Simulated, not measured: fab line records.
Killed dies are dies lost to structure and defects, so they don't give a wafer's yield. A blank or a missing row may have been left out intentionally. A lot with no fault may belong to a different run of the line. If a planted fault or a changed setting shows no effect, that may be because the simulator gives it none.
Chamber matching :: flow n5Finfet :: 4 sister chambers for N5_BEOL_M5_DESCUM_16 on rieDiel-04
The step chemistry O2, time 7 s. 14 wafers are shown with their chamber, then 7 later ones without.

WAFERS PAIRED WITH THEIR CHAMBERS
wafer: L236.2
chamber: 1
showerheadPlenumPTorr (Torr): 2.04
throttleValvePct (%): 20.41
oesProductAu (a.u.): 0.68

wafer: L236.3
chamber: 2
showerheadPlenumPTorr (Torr): 1.99
throttleValvePct (%): 20.35
oesProductAu (a.u.): 0.75

wafer: L236.5
chamber: 3
showerheadPlenumPTorr (Torr): 2.24
throttleValvePct (%): 19.93
oesProductAu (a.u.): 0.87

wafer: L239.1
chamber: 2
showerheadPlenumPTorr (Torr): 1.99
throttleValvePct (%): 20.35
oesProductAu (a.u.): 0.74

wafer: L239.2
chamber: 0
showerheadPlenumPTorr (Torr): 2.02
throttleValvePct (%): 20.51
oesProductAu (a.u.): 0.86

wafer: L239.3
chamber: 1
showerheadPlenumPTorr (Torr): 2.04
throttleValvePct (%): 20.43
oesProductAu (a.u.): 0.68

wafer: L242.4
chamber: 3
showerheadPlenumPTorr (Torr): 2.23
throttleValvePct (%): 19.96
oesProductAu (a.u.): 0.85

wafer: L242.5
chamber: 2
showerheadPlenumPTorr (Torr): 1.99
throttleValvePct (%): 20.37
oesProductAu (a.u.): 0.73

wafer: L242.6
chamber: 3
showerheadPlenumPTorr (Torr): 2.23
throttleValvePct (%): 19.95
oesProductAu (a.u.): 0.85

wafer: L245.1
chamber: 0
showerheadPlenumPTorr (Torr): 2.02
throttleValvePct (%): 20.50
oesProductAu (a.u.): 0.83

wafer: L245.4
chamber: 3
showerheadPlenumPTorr (Torr): 2.23
throttleValvePct (%): 19.96
oesProductAu (a.u.): 0.85

wafer: L245.5
chamber: 1
showerheadPlenumPTorr (Torr): 2.04
throttleValvePct (%): 20.45
oesProductAu (a.u.): 0.67

wafer: L248.2
chamber: 0
showerheadPlenumPTorr (Torr): 2.02
throttleValvePct (%): 20.52
oesProductAu (a.u.): 0.82

wafer: L248.3
chamber: 3
showerheadPlenumPTorr (Torr): 2.23
throttleValvePct (%): 19.96
oesProductAu (a.u.): 0.83

SIGNATURES (averages over the wafers above)
reading: showerheadPlenumPTorr
chamber 0: 2.0200
chamber 1: 2.0400
chamber 2: 1.9900
chamber 3: 2.2320
scatter within a chamber: 0.00283

reading: throttleValvePct
chamber 0: 20.5100
chamber 1: 20.4300
chamber 2: 20.3567
chamber 3: 19.9520
scatter within a chamber: 0.014

reading: oesProductAu
chamber 0: 0.8367
chamber 1: 0.6767
chamber 2: 0.7400
chamber 3: 0.8500
scatter within a chamber: 0.0139
Rule: a wafer lies at a distance from a chamber equal to the root of the sum of squares, over the readings, of (its reading less the chamber's mean, divided by the reading's scatter). The wafer belongs to the nearest chamber; if the next one is less than 2 further off, it can't be placed. How the scatter is found: for the shown wafers, subtract from each reading the mean of its chamber, square and add these, divide the total by (wafers less chambers), then take the root.

WAFERS WHOSE CHAMBER IS MISSING
wafer: L248.6
showerheadPlenumPTorr (Torr): 2.02
throttleValvePct (%): 20.54
oesProductAu (a.u.): 0.82

wafer: L258.3
showerheadPlenumPTorr (Torr): 2.22
throttleValvePct (%): 20.00
oesProductAu (a.u.): 0.81

wafer: L258.4
showerheadPlenumPTorr (Torr): 2.03
throttleValvePct (%): 20.09
oesProductAu (a.u.): 0.89

wafer: L258.5
showerheadPlenumPTorr (Torr): 2.22
throttleValvePct (%): 20.00
oesProductAu (a.u.): 0.81

wafer: L257.3
showerheadPlenumPTorr (Torr): 2.01
throttleValvePct (%): 20.56
oesProductAu (a.u.): 0.80

wafer: L257.5
showerheadPlenumPTorr (Torr): 2.03
throttleValvePct (%): 20.10
oesProductAu (a.u.): 0.89

wafer: L257.6
showerheadPlenumPTorr (Torr): 2.22
throttleValvePct (%): 19.98
oesProductAu (a.u.): 0.80

WHICH CHAMBER EACH WENT THROUGH
wafer: L248.6
from the rows above: 0
in truth: 0

wafer: L258.3
from the rows above: 3
in truth: 3

wafer: L258.4
from the rows above: 2
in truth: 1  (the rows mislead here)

wafer: L258.5
from the rows above: 3
in truth: 3

wafer: L257.3
from the rows above: 0
in truth: 0

wafer: L257.5
from the rows above: 2
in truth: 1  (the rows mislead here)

wafer: L257.6
from the rows above: 3
in truth: 3
Correct placement for 5 of the 7. Number that these rows cannot place: 0. 2 placed wrongly.
